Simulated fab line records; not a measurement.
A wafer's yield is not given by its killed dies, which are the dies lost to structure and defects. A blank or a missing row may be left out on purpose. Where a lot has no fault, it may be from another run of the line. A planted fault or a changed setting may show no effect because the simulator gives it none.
Chamber matching ; flow nand-harc ; NHARC_P_BONDPAD_DESCUM_11 on rie-diel-04 has 4 sister chambers
The step chemistry O2, time 3 s. 18 wafers are shown with their chamber, then 9 later ones without.

== WAFERS WITH THEIR CHAMBER ==
wafer;chamber;showerhead-plenum-p-Torr (Torr);drypump-motor-current-A (A);oes-product-au (a.u.)
L597.1;1;1.88;5.0;1.018
L597.3;2;2.02;5.3;1.030
L597.6;2;2.02;5.3;1.024
L598.3;2;2.02;5.3;1.028
L598.4;3;1.96;6.5;0.985
L598.5;1;1.88;5.0;1.008
L607.1;0;1.83;5.3;1.036
L607.3;3;1.96;6.5;0.987
L607.6;3;1.96;6.5;0.983
L610.1;0;1.83;5.3;1.023
L610.3;3;1.95;6.5;0.995
L610.5;1;1.88;5.0;1.016
L613.1;0;1.83;5.3;1.018
L613.3;1;1.88;5.0;1.022
L613.6;3;1.95;6.6;0.995
L615.2;0;1.83;5.3;1.016
L615.3;2;2.02;5.3;1.021
L615.5;1;1.88;5.0;1.016

SIGNATURES (means of the wafers above)
reading;chamber 0;chamber 1;chamber 2;chamber 3;scatter within a chamber
showerhead-plenum-p-Torr;1.8300;1.8800;2.0200;1.9560;0.00293
drypump-motor-current-A;5.300;5.000;5.300;6.520;0.0239
oes-product-au;1.02325;1.01600;1.02575;0.98900;0.00611
Rule: a wafer's distance from a chamber is the root of the sum, over the readings, of the square of ((its reading less the chamber's mean) divided by the reading's scatter). If the next closest chamber is less than 2 further off than the closest, the wafer can't be placed; otherwise it belongs to the closest. How the scatter is found: for the shown wafers, subtract from each reading the mean of its chamber, square and add these, divide the total by (wafers less chambers), then take the root.

== WAFERS WHOSE CHAMBER IS MISSING ==
wafer;showerhead-plenum-p-Torr (Torr);drypump-motor-current-A (A);oes-product-au (a.u.)
L618.1;1.95;6.5;0.986
L618.2;1.83;5.3;1.016
L618.4;2.02;5.3;1.016
L619.3;2.02;5.3;1.024
L619.5;1.95;6.5;0.992
L619.6;2.02;5.3;1.014
L620.1;1.88;5.0;1.020
L620.2;1.83;5.3;1.007
L620.6;1.83;5.3;1.021

== THE CHAMBER EACH PASSED THROUGH ==
wafer;from the rows above;in truth
L618.1;3;3
L618.2;0;0
L618.4;2;2
L619.3;2;2
L619.5;3;3
L619.6;2;2
L620.1;1;1
L620.2;0;0
L620.6;0;0
Correctly placed: 9 of 9. Can't be placed from these rows: 0. Number placed wrongly: 0.
